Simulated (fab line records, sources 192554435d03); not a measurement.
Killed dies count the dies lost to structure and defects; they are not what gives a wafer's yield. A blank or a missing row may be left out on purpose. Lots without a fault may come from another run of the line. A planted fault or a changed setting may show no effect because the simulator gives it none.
Struck lot and sound lot, side by side + flow n5 finfet + 17 steps out of a route of 1938
Sound: wafers L724.1, L724.2, L724.5. Struck: wafer L733.5. (L733.1, L733.3 of the same lot were not struck and are left out.) The cause comes at the end.
For every step that has rows: the tool of each side, followed by ch and its chambers, followed by its first start. Under that, the readings that differ: sound wafers + struck wafers + difference of the means + sigmas: that difference in standard deviations of wafers without a fault.
alike: readings with means less than 2 such deviations apart, plus words and numbers identical on both sides. not compared: withheld readings, readings lacking a value on some wafer, bounds such as >300 that could conceal the same value, and numbers that have no deviation in the record and whose values overlap.
The two part at a step that has a row with sigmas, a row that says differs or no value, or rows on one side only. When numbers do not overlap yet have no deviation, they are printed without sigmas and do not part them. A reading missing from all wafers of one side parts the sides only when that side holds two or more wafers.

first, 4 steps without rows for these wafers: N5_BEOL_M11_HM_STRIP_39 (strips TiN in peroxide tin strip, target depth 25 nm, time 158 s); N5_BEOL_M11_SRD_40 (time 30 s); N5_BEOL_M11_PRECLEAN_42 (cleans in residue remover, time 60 s); N5_BEOL_M11_SRD_43 (time 30 s).
N5_BEOL_M11_CD_MEAS_35: the cd target is 70 nm.
  sound on cd sem-03 at day 11 05:16; struck on cd sem-02 at day 14 23:56
  alike: cd nm
N5_BEOL_M11_CURE_72: cures SiCOH lowk, time 120 s.
  sound on uv cure-01 ch 1, day 11 05:35; struck on uv cure-02 ch 0, day 14 23:59
  alike: lamp power pct, wafer_temp_C_max
N5_BEOL_M11_DEGAS_44: time 60 s.
  sound on pvd sputter-03 at day 11 05:56; struck on pvd sputter-03 at day 15 00:37
  alike: heater power w
N5_BEOL_M11_PRE_CLEAN_45: time 30 s.
  sound on pvd sputter-03 at day 11 05:59; struck on pvd sputter-03 at day 15 00:40
  alike: heater power w
N5_BEOL_M11_ALD_74: deposits TaN, target thk 2 nm, pulse time 2 s, purge time 3 s.
  sound on ald metal-04 ch 0,2,3, day 11 06:04; struck on ald metal-02 ch 2, day 15 00:47
  alike: heater power w
then, 2 steps without rows for these wafers: N5_BEOL_M11_SURFACE_TREAT_76; N5_BEOL_M11_CVD_75 (deposits Co from CCTBA/H2, target thk 2 nm, time 138.9 s).
N5_BEOL_M11_SPUTTER_48: material Cu, target thk 12 nm, time 2 s.
  sound on pvd sputter-03 at day 11 07:54; struck on pvd sputter-03 at day 15 01:40
  alike: bias v, chuck gas flow sccm, throttle valve pct
N5_BEOL_M11_ECD_50: material Cu, target thk 318 nm.
  sound on ecd cu-02 ch 0,1, day 11 08:01; struck on ecd cu-01 ch 1, day 15 01:47
| reading                                 | sound             | struck | difference | sigmas |
|-----------------------------------------|-------------------|--------|------------|--------|
| model.Cu_of_BEOL_M11_ECD_50.thk nm (nm) | 323.6 319.4 319.2 | 485.2  | +164.5     |        |
then, 1 step without rows for these wafers: N5_BEOL_M11_ANNEAL_51 (time 90 s).
N5_BEOL_M11_CMP_52: polishes, stops on SiCOH lowk, t overpolish 7 s, target thk 140 nm.
  sound on cmp-04 ch 0,2, day 11 08:46; struck on cmp-03 ch 3, day 15 02:14
| reading                | sound    | struck | difference | sigmas |
|------------------------|----------|--------|------------|--------|
| time to endpoint s (s) | 65 65 63 | 102    | +38        | +10    |
  alike: clearing platen rpm, motor current A
  not compared: pad life wafers
N5_BEOL_M11_THK_MEAS_53: measures by xrf.
  sound on film metro-01 at day 11 09:04; struck on film metro-01 at day 15 02:32
  alike: M11_THK
N5_PASSIVATION_PROBE_49:
  only the struck wafers here have rows in the record (prober-01, day 16 16:26); the sound ones have none

## WHERE THEY PART
Earliest at N5_BEOL_M11_CMP_52; latest, in this record, at N5_PASSIVATION_PROBE_49.

WHY: what had been put in by the simulator
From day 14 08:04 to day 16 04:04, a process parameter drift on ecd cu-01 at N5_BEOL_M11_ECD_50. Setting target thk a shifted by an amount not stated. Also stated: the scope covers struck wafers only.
